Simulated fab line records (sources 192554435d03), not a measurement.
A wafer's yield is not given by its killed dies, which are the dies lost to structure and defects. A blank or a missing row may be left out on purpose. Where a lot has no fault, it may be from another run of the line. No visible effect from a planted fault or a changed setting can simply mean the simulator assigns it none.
Lot-split experiment + flow n5Finfet + 7 lots, 21 wafers read, on a route of 1938 steps

ON THE SPLIT
At N5_BEOL_M0_CUTY_EXPOSE_54 (exposes mask M0 ABLK), the setting doseMj was moved away from the recipe's 36 on 8 of the 21 wafers read, by -4.9% to +6.7%. This setting was run at the recipe's value on the other wafers.

FROM THE SPLIT TO THE READING: what the file shows between them, 2 steps
- N5_BEOL_M0_CUTY_PEB_55: peb time 60 s
- N5_BEOL_M0_CUTY_DEVELOP_56: develop time 30 s

THE READING
cdNm at N5_BEOL_M0_CUTY_CD_MEAS_57, given in nm (cd target 200 nm). On this fab line, fault-free wafers typically give 199.7 nm with a standard deviation of 0.71 nm.

| wafer  | tool, chamber at the split | doseMj as run | against the recipe | cdNm, nm | against lot-mates on the recipe |
|--------|----------------------------|---------------|--------------------|----------|---------------------------------|
| L079.3 | arfiScanner-01, 0          | 38.42         | +6.7%              | 195.6    | -4.9                            |
| L079.4 | arfiScanner-01, 0          | 38.42         | +6.7%              | 196.1    | -4.4                            |
| L079.6 | arfiScanner-01, 0          | 36            | recipe             | 200.5    | -                               |
| L085.1 | arfiScanner-03, 0          | 36            | recipe             | 201.2    | -                               |
| L085.4 | arfiScanner-03, 0          | 36            | recipe             | 200.6    | -                               |
| L085.5 | arfiScanner-03, 0          | 36            | recipe             | 200.3    | -                               |
| L087.2 | arfiScanner-02, 0          | 36            | recipe             | 199.3    | -                               |
| L087.3 | arfiScanner-02, 0          | 36            | recipe             | 199.7    | -                               |
| L087.5 | arfiScanner-02, 0          | 36            | recipe             | 199.5    | -                               |
| L089.3 | arfiScanner-01, 0          | 36            | recipe             | 199.8    | -                               |
| L089.5 | arfiScanner-01, 0          | 36            | recipe             | 200.1    | -                               |
| L089.6 | arfiScanner-01, 0          | 34.52         | -4.1%              | 202.2    | +2.2                            |
| L090.2 | arfiScanner-02, 0          | 36            | recipe             | 199.2    | -                               |
| L090.5 | arfiScanner-02, 0          | 34.34         | -4.6%              | 202.5    | +3.3                            |
| L090.6 | arfiScanner-02, 0          | 34.34         | -4.6%              | 202.3    | +3.1                            |
| L094.1 | arfiScanner-03, 0          | 37.39         | +3.9%              | 197.6    | -2.4                            |
| L094.4 | arfiScanner-03, 0          | 36            | recipe             | 200.0    | -                               |
| L094.6 | arfiScanner-03, 0          | 37.39         | +3.9%              | 196.4    | -3.6                            |
| L097.2 | arfiScanner-01, 0          | 36            | recipe             | 199.9    | -                               |
| L097.3 | arfiScanner-01, 0          | 34.24         | -4.9%              | 203.0    | +3.1                            |
| L097.6 | arfiScanner-01, 0          | 36            | recipe             | 199.8    | -                               |

FIT RESULTS
A straight line over all 21 wafers: cdNm changes by -0.611 nm for each +1% of doseMj; r = -0.97; the points scatter about the line by 0.54 nm.
The same after taking each lot's own level away (the mean of its wafers on the recipe; 21 wafers): -0.686 nm for each +1%; r = -0.99; scatter 0.32 nm.
According to that fit, moving doseMj by its largest amount changes the reading by 4.6 nm.
The span of the lots' own levels, 199.20 to 200.70 nm, comes to 2.1 times the standard deviation stated above.
Thus the slope moves with the lot-to-lot level: the two fits are different.
Check: for one of the wafers moved furthest among these (+6.7%), held out of the fit, the line's prediction against its lot-mates is -4.61 nm. It came out at -4.9 nm against them.

THE WHOLE CHAIN: every reading that the file lists as answering this split, in the file's order
| step                       | what it does                     | reading                                                                  | change (the file's fit)               | r (the file's) |
|----------------------------|----------------------------------|--------------------------------------------------------------------------|---------------------------------------|----------------|
| N5_BEOL_M0_CUTY_CD_MEAS_57 | target cd 200 nm                 | cdNm                                                                     | -0.667 nm for each +1% of the setting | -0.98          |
| N5_BEOL_M0_CUTY_ETCH_62    | etches SiARC in CF4, time 58.5 s | BEOL_M0_CUTY.cdOffsetNm (the simulator's own value, which no gauge read) | -0.658 nm for each +1% of the setting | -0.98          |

THE FILE'S OWN FIT
cdNm changes by -0.667 nm for each +1% of doseMj, r = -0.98.
